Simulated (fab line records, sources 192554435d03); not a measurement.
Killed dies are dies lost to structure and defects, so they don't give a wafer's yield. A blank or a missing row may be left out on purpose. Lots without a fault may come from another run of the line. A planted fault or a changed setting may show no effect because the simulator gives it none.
Which tool did it? | flow n5_finfet | 14 lots, 42 wafers sampled, at 6 steps of a route of 1938

WHAT THE GAUGES READ, wafer by wafer
N5_BEOL_M4_CD_MEAS_18: pitch 36 nm, target cd 18 nm. Usual: cd_nm 18.04 nm, standard deviation 0.29.
lot  | measured     | on        | cd_nm (nm)        | flag
L713 | day 7 06:03  | cd_sem-01 | 17.97 17.65 17.74 |
L715 | day 8 06:04  | cd_sem-03 | 18.23 18.14 18.15 |
L716 | day 8 08:29  | cd_sem-02 | 17.65 17.98 18.22 |
L717 | day 8 09:43  | cd_sem-02 | 17.74 18.02 18.00 |
L718 | day 8 17:44  | cd_sem-01 | 18.88 18.01 18.32 |
L719 | day 9 05:40  | cd_sem-03 | 18.12 18.50 18.76 |
L721 | day 9 06:02  | cd_sem-01 | 18.16 18.33 18.09 |
L726 | day 10 15:27 | cd_sem-01 | - - -             | OFF
L725 | day 10 21:34 | cd_sem-03 | - - -             | OFF
L733 | day 12 08:59 | cd_sem-01 | 17.77 17.76 18.30 |
L732 | day 12 09:07 | cd_sem-02 | 17.81 18.54 18.15 |
L734 | day 12 12:49 | cd_sem-03 | 18.30 18.01 17.73 |
L735 | day 12 20:55 | cd_sem-02 | 18.36 18.14 18.60 |
L736 | day 13 13:25 | cd_sem-01 | 18.43 18.35 18.38 |

N5_BEOL_M4_RC_MEAS_101. Usual: DIBL_N 36.3 mV/V, standard deviation 1.2; DIBL_P 36.1 mV/V, standard deviation 1.6; IOFF_N 0.161 nA/um, standard deviation 0.023; IOFF_P 0.209 nA/um, standard deviation 0.027; ION_N 676 uA/um, standard deviation 8.9; ION_P 462 uA/um, standard deviation 5.3; SS_N 71.5 mV/dec, standard deviation 0.51; SS_P 73.2 mV/dec, standard deviation 0.5; VT_N 249.1 mV, standard deviation 2.5; VT_P -249.9 mV, standard deviation 2.8.
lot  | measured     | on        | DIBL_N (mV/V)  | DIBL_P (mV/V)  | IOFF_N (nA/um)    | IOFF_P (nA/um)    | ION_N (uA/um) | ION_P (uA/um) | SS_N (mV/dec)  | SS_P (mV/dec)  | VT_N (mV)         | VT_P (mV)            | flag
L713 | day 7 12:20  | prober-02 | 36.5 35.7 34.8 | 36.8 35.0 33.1 | 0.164 0.142 0.129 | 0.203 0.183 0.157 | 671 672 667   | 460 457 451   | 71.8 70.8 71.7 | 72.7 73.3 73.5 | 246.1 247.2 250.9 | -251.8 -253.2 -255.5 |
L715 | day 8 12:03  | prober-01 | 36.8 37.7 36.8 | 35.5 35.8 34.7 | 0.161 0.174 0.162 | 0.221 0.220 0.213 | 675 674 664   | 463 466 460   | 71.3 71.2 71.5 | 73.0 73.1 73.5 | 250.1 250.3 248.5 | -248.8 -249.0 -247.3 |
L716 | day 8 14:11  | prober-02 | 35.7 34.9 34.4 | 34.7 33.4 33.8 | 0.146 0.125 0.125 | 0.190 0.172 0.180 | 672 666 667   | 463 457 464   | 71.5 70.9 71.1 | 72.8 72.9 72.9 | 252.3 252.6 252.0 | -249.1 -253.1 -251.7 |
L717 | day 8 17:25  | prober-02 | 35.5 34.8 36.0 | 34.7 33.8 35.1 | 0.126 0.121 0.137 | 0.169 0.164 0.182 | 658 664 672   | 450 457 459   | 70.6 69.9 70.4 | 72.4 72.7 72.3 | 250.9 252.8 252.8 | -255.3 -255.6 -254.5 |
L718 | day 9 04:35  | prober-02 | 37.6 36.4 37.9 | 36.7 36.1 37.3 | 0.184 0.168 0.192 | 0.262 0.241 0.272 | 682 686 678   | 471 468 465   | 71.5 71.5 71.8 | 73.2 73.4 73.4 | 245.7 247.2 248.0 | -246.9 -244.0 -243.8 |
L719 | day 9 12:39  | prober-02 | 36.5 37.4 37.1 | 35.8 37.8 37.4 | 0.158 0.188 0.198 | 0.203 0.239 0.240 | 669 675 683   | 459 459 466   | 71.6 71.5 71.6 | 73.5 73.4 74.4 | 249.0 248.5 248.4 | -249.5 -247.8 -247.9 |
L721 | day 9 14:19  | prober-02 | 36.9 37.7 36.9 | 34.3 35.4 34.6 | 0.153 0.170 0.166 | 0.203 0.221 0.202 | 670 667 674   | 467 462 459   | 71.5 71.7 71.5 | 73.2 72.8 72.8 | 249.4 247.7 250.3 | -248.5 -248.0 -252.3 |
L733 | day 12 14:43 | prober-02 | 36.8 38.2 37.9 | 37.2 37.8 37.5 | 0.177 0.200 0.186 | 0.220 0.232 0.225 | 679 688 680   | 460 462 467   | 72.2 71.8 72.0 | 73.3 73.2 72.1 | 249.4 247.3 247.4 | -250.5 -247.2 -249.5 |
L732 | day 12 14:46 | prober-01 | 36.1 35.7 36.0 | 35.0 34.4 35.0 | 0.166 0.149 0.155 | 0.211 0.200 0.201 | 678 675 680   | 459 460 468   | 71.1 71.5 71.2 | 72.2 72.8 72.9 | 248.8 249.9 250.0 | -248.8 -248.3 -248.5 |
L734 | day 12 20:45 | prober-02 | 34.3 35.8 36.0 | 35.7 36.9 37.6 | 0.117 0.135 0.138 | 0.192 0.214 0.222 | 663 666 673   | 461 463 467   | 71.9 71.0 71.6 | 72.9 73.7 73.1 | 254.1 254.6 254.9 | -252.3 -249.9 -250.0 |
L735 | day 13 06:17 | prober-01 | 35.6 36.1 36.0 | 36.5 37.8 37.2 | 0.161 0.182 0.166 | 0.215 0.238 0.222 | 666 681 677   | 461 461 462   | 71.9 71.8 72.7 | 73.0 73.9 73.7 | 249.0 246.7 248.1 | -250.2 -247.1 -251.9 |
L736 | day 13 22:22 | prober-01 | 37.1 36.0 35.0 | 36.4 35.6 34.3 | 0.166 0.143 0.132 | 0.217 0.202 0.178 | 679 674 662   | 465 463 457   | 71.8 71.9 71.6 | 73.3 73.1 73.4 | 250.1 250.6 251.1 | -246.2 -248.4 -248.6 |

WHICH TOOL RAN EACH LOT (tool, then ch and the chambers of the sampled wafers, then the start)
lot  | N5_BEOL_M3_SPUTTER_96        | N5_BEOL_M3_ANNEAL_51             | N5_BEOL_M4_STRIP_66                | N5_BEOL_M4_HM_OPEN_17
L713 | pvd_sputter-01, day 7 03:01  | rtp_anneal-01 ch 0, day 7 03:19  | rie_diel-04 ch 2,3, day 7 05:49    | rie_metal-03 ch 0,1, day 7 05:53
L715 | pvd_sputter-01, day 8 03:07  | rtp_anneal-02 ch 0, day 8 03:22  | rie_diel-04 ch 0,3, day 8 05:39    | rie_metal-02 ch 0,1, day 8 05:41
L716 | pvd_sputter-03, day 8 04:15  | rtp_anneal-02 ch 0, day 8 04:29  | rie_diel-05 ch 0,3, day 8 08:10    | rie_metal-02 ch 0,1, day 8 08:13
L717 | pvd_sputter-03, day 8 07:08  | rtp_anneal-01 ch 0, day 8 07:25  | rie_diel-05 ch 0,2, day 8 09:29    | rie_metal-03 ch 0,1, day 8 09:34
L718 | pvd_sputter-02, day 8 15:00  | rtp_anneal-02 ch 0, day 8 15:11  | rie_diel-04 ch 1,3, day 8 17:31    | rie_metal-01 ch 0,1, day 8 17:33
L719 | pvd_sputter-02, day 9 01:35  | rtp_anneal-02 ch 0, day 9 01:47  | rie_diel-04 ch 1,2, day 9 05:18    | rie_metal-01 ch 0,1, day 9 05:20
L721 | pvd_sputter-01, day 9 01:46  | rtp_anneal-01 ch 0, day 9 01:58  | rie_diel-05 ch 0,3, day 9 05:36    | rie_metal-01 ch 0,1, day 9 05:39
L726 | pvd_sputter-02, day 10 12:53 | rtp_anneal-02 ch 0, day 10 13:10 | rie_diel-01 ch 1,2,3, day 10 15:11 | rie_metal-03 ch 0,1, day 10 15:16
L725 | pvd_sputter-02, day 10 16:50 | rtp_anneal-01 ch 0, day 10 17:10 | rie_diel-05 ch 0,1,3, day 10 21:21 | rie_metal-01 ch 0,1, day 10 21:25
L733 | pvd_sputter-03, day 12 06:34 | rtp_anneal-02 ch 0, day 12 06:46 | rie_diel-01 ch 0,1,2, day 12 08:40 | rie_metal-02 ch 1, day 12 08:42
L732 | pvd_sputter-02, day 12 06:44 | rtp_anneal-01 ch 0, day 12 06:59 | rie_diel-01 ch 1,3, day 12 08:53   | rie_metal-03 ch 0,1, day 12 08:56
L734 | pvd_sputter-01, day 12 10:22 | rtp_anneal-02 ch 0, day 12 10:36 | rie_diel-05 ch 0,1, day 12 12:34   | rie_metal-03 ch 0,1, day 12 12:37
L735 | pvd_sputter-01, day 12 16:14 | rtp_anneal-02 ch 0, day 12 16:25 | rie_diel-04 ch 0,2, day 12 20:42   | rie_metal-01 ch 0,1, day 12 20:44
L736 | pvd_sputter-01, day 13 08:43 | rtp_anneal-02 ch 0, day 13 08:57 | rie_diel-01 ch 0,1,3, day 13 13:06 | rie_metal-02 ch 1, day 13 13:10
- N5_BEOL_M3_SPUTTER_96: material Cu, target thk 4.5 nm, time 8.29 s.
- N5_BEOL_M3_ANNEAL_51: time 90 s.
- N5_BEOL_M4_STRIP_66: strips in CF4.
- N5_BEOL_M4_HM_OPEN_17: chemistry Cl2/BCl3, target TiN, target depth 20 nm, overetch 6 nm.

WHAT THE TOOLS THEMSELVES READ (means of the sampled wafers that have a number; where no wafer has one, the mark that the record gives instead)
N5_BEOL_M3_SPUTTER_96. Usual: chuck_sensor_temp_C -16.0 C, standard deviation 0.45; substrate_temp_c -20.01 C, standard deviation 0.093; throttle_valve_pct 29.6 %, standard deviation 1.4.
lot  | tool           | chuck_sensor_temp_C (C) | substrate_temp_c (C) | throttle_valve_pct (%) | flag
L713 | pvd_sputter-01 | -15.7                   | -19.97               | 28.9                   |
L715 | pvd_sputter-01 | -15.4                   | -20.01               | 28.6                   |
L716 | pvd_sputter-03 | -15.6                   | -19.91               | 30.7                   |
L717 | pvd_sputter-03 | -15.8                   | -19.99               | 30.8                   |
L718 | pvd_sputter-02 | -15.9                   | -20.06               | 29.8                   |
L719 | pvd_sputter-02 | -16.0                   | -20.06               | 30.4                   |
L721 | pvd_sputter-01 | -16.1                   | -19.98               | 29.3                   |
L726 | pvd_sputter-02 | -15.8                   | -19.96               | 30.4                   |
L725 | pvd_sputter-02 | -16.1                   | -20.05               | 29.9                   |
L733 | pvd_sputter-03 | -15.7                   | -20.05               | 30.1                   |
L732 | pvd_sputter-02 | -15.9                   | -19.86               | 29.5                   |
L734 | pvd_sputter-01 | -15.8                   | -20.08               | 27.8                   |
L735 | pvd_sputter-01 | -16.1                   | -20.11               | 29.3                   |
L736 | pvd_sputter-01 | -16.0                   | -19.99               | 29.3                   |

N5_BEOL_M3_ANNEAL_51. Usual: wafer_temp_C_max 225.7, standard deviation 0.31.
lot  | tool          | wafer_temp_C_max | flag
L713 | rtp_anneal-01 | 225.4            |
L715 | rtp_anneal-02 | 226.1            |
L716 | rtp_anneal-02 | 225.9            |
L717 | rtp_anneal-01 | 225.6            |
L718 | rtp_anneal-02 | 225.9            |
L719 | rtp_anneal-02 | 225.8            |
L721 | rtp_anneal-01 | 225.5            |
L726 | rtp_anneal-02 | 226.0            |
L725 | rtp_anneal-01 | 225.6            |
L733 | rtp_anneal-02 | 225.7            |
L732 | rtp_anneal-01 | 225.4            |
L734 | rtp_anneal-02 | 226.3            |
L735 | rtp_anneal-02 | 226.2            |
L736 | rtp_anneal-02 | 226.0            |

N5_BEOL_M4_STRIP_66. Usual: chamber_pressure_mTorr 50.00 mTorr, standard deviation 0.05; drypump_motor_current_A 5.9 A, standard deviation 0.5; oes_product_au 0.78 a.u., standard deviation 0.075; rf_vpp_V 271.4 V, standard deviation 1.5; showerhead_plenum_p_Torr 1.80 Torr, standard deviation 0.052; throttle_valve_pct 13.59 %, standard deviation 0.23.
lot  | tool        | chamber_pressure_mTorr (mTorr) | drypump_motor_current_A (A) | oes_product_au (a.u.) | rf_vpp_V (V) | showerhead_plenum_p_Torr (Torr) | throttle_valve_pct (%) | flag
L713 | rie_diel-04 | 49.98                          | 5.7                         | 0.69                  | 273.0        | 1.85                            | 13.51                  |
L715 | rie_diel-04 | 49.98                          | 6.0                         | 0.71                  | 271.8        | 1.80                            | 13.45                  |
L716 | rie_diel-05 | 50.06                          | 5.6                         | 0.79                  | 272.7        | 1.83                            | 13.60                  |
L717 | rie_diel-05 | 50.02                          | 6.3                         | 0.79                  | 270.8        | 1.78                            | 13.55                  |
L718 | rie_diel-04 | 50.07                          | 5.7                         | 0.75                  | 272.2        | 1.81                            | 13.67                  |
L719 | rie_diel-04 | 50.01                          | 5.7                         | 0.88                  | 271.3        | 1.83                            | 13.30                  |
L721 | rie_diel-05 | 50.04                          | 5.6                         | 0.79                  | 271.4        | 1.78                            | 13.54                  |
L726 | rie_diel-01 | 50.00                          | 6.1                         | 0.74                  | 271.0        | 1.77                            | 13.74                  |
L725 | rie_diel-05 | 50.03                          | 5.8                         | 0.82                  | 272.2        | 1.81                            | 13.49                  |
L733 | rie_diel-01 | 50.02                          | 6.2                         | 0.78                  | 272.1        | 1.80                            | 13.81                  |
L732 | rie_diel-01 | 49.99                          | 5.6                         | 0.74                  | 269.8        | 1.73                            | 13.76                  |
L734 | rie_diel-05 | 50.01                          | 6.1                         | 0.85                  | 271.9        | 1.80                            | 13.38                  |
L735 | rie_diel-04 | 50.02                          | 6.1                         | 0.88                  | 271.5        | 1.86                            | 13.10                  |
L736 | rie_diel-01 | 49.98                          | 5.7                         | 0.87                  | 273.0        | 1.84                            | 13.64                  |

N5_BEOL_M4_HM_OPEN_17. Usual: bcl3_flow_sccm 21.76 sccm, standard deviation 0.072; bias_w 126.1 W, standard deviation 0.38; chamber_pressure_mTorr 10.001 mTorr, standard deviation 0.0083; drypump_motor_current_A 5.4 A, standard deviation 0.35; oes_product_au 0.66 a.u., standard deviation 0.067; throttle_valve_pct 22.3 %, standard deviation 0.36.
lot  | tool         | bcl3_flow_sccm (sccm) | bias_w (W) | chamber_pressure_mTorr (mTorr) | drypump_motor_current_A (A) | oes_product_au (a.u.) | throttle_valve_pct (%) | flag
L713 | rie_metal-03 | 21.73                 | 126.9      | 10.004                         | 5.4                         | 0.71                  | 22.5                   |
L715 | rie_metal-02 | 21.74                 | 125.7      | 9.998                          | 5.4                         | 0.70                  | 21.9                   |
L716 | rie_metal-02 | 21.75                 | 125.8      | 10.006                         | 5.4                         | 0.69                  | 21.9                   |
L717 | rie_metal-03 | 21.74                 | 126.5      | 9.993                          | 5.1                         | 0.63                  | 22.6                   |
L718 | rie_metal-01 | 21.72                 | 126.1      | 9.994                          | 5.5                         | 0.64                  | 22.2                   |
L719 | rie_metal-01 | 21.73                 | 125.9      | 10.000                         | 5.6                         | 0.64                  | 22.2                   |
L721 | rie_metal-01 | 21.84                 | 126.1      | 10.000                         | 5.5                         | 0.65                  | 22.2                   |
L726 | rie_metal-03 | -                     | -          | -                              | -                           | -                     | -                      | OFF
L725 | rie_metal-01 | -                     | -          | -                              | -                           | -                     | -                      | OFF
L733 | rie_metal-02 | 21.77                 | 126.3      | 10.003                         | 5.3                         | 0.68                  | 22.1                   |
L732 | rie_metal-03 | 21.70                 | 125.9      | 9.999                          | 5.4                         | 0.68                  | 22.5                   |
L734 | rie_metal-03 | 21.87                 | 125.8      | 10.003                         | 5.1                         | 0.61                  | 22.6                   |
L735 | rie_metal-01 | 21.64                 | 125.8      | 10.003                         | 5.8                         | 0.65                  | 22.3                   |
L736 | rie_metal-02 | 21.76                 | 126.0      | 9.998                          | 5.3                         | 0.69                  | 22.1                   |

THE ANSWER, worked out from the rows above alone
Rule: a lot is off if the mean of its wafers that have a number lies more than 3 standard deviations from the usual mean. A lot without any number at a reading at which 4 lots or more have one is off too. The other lots that the step has rows for count as sound. The gauges are gone through in route order, then the tools' own readings, and for those a lot's mean is taken as printed above. The first step at which some lot is off is used, and at that step the reading that is off furthest; a lot without a number counts as furthest.
Off: L726, L725, at N5_BEOL_M4_CD_MEAS_18 (cd_nm). Without a number there: L726, L725.
A tool fits if, at a process step before that reading, it ran every lot that is off, and no sound lot after the first of them. The gauges at N5_BEOL_M4_CD_MEAS_18 aren't tried: what is off there is off at N5_BEOL_M4_HM_OPEN_17 too, on other tools, and a gauge's error can't cause that. None of those tried fits.

WHAT THE SIMULATOR HAD PUT IN
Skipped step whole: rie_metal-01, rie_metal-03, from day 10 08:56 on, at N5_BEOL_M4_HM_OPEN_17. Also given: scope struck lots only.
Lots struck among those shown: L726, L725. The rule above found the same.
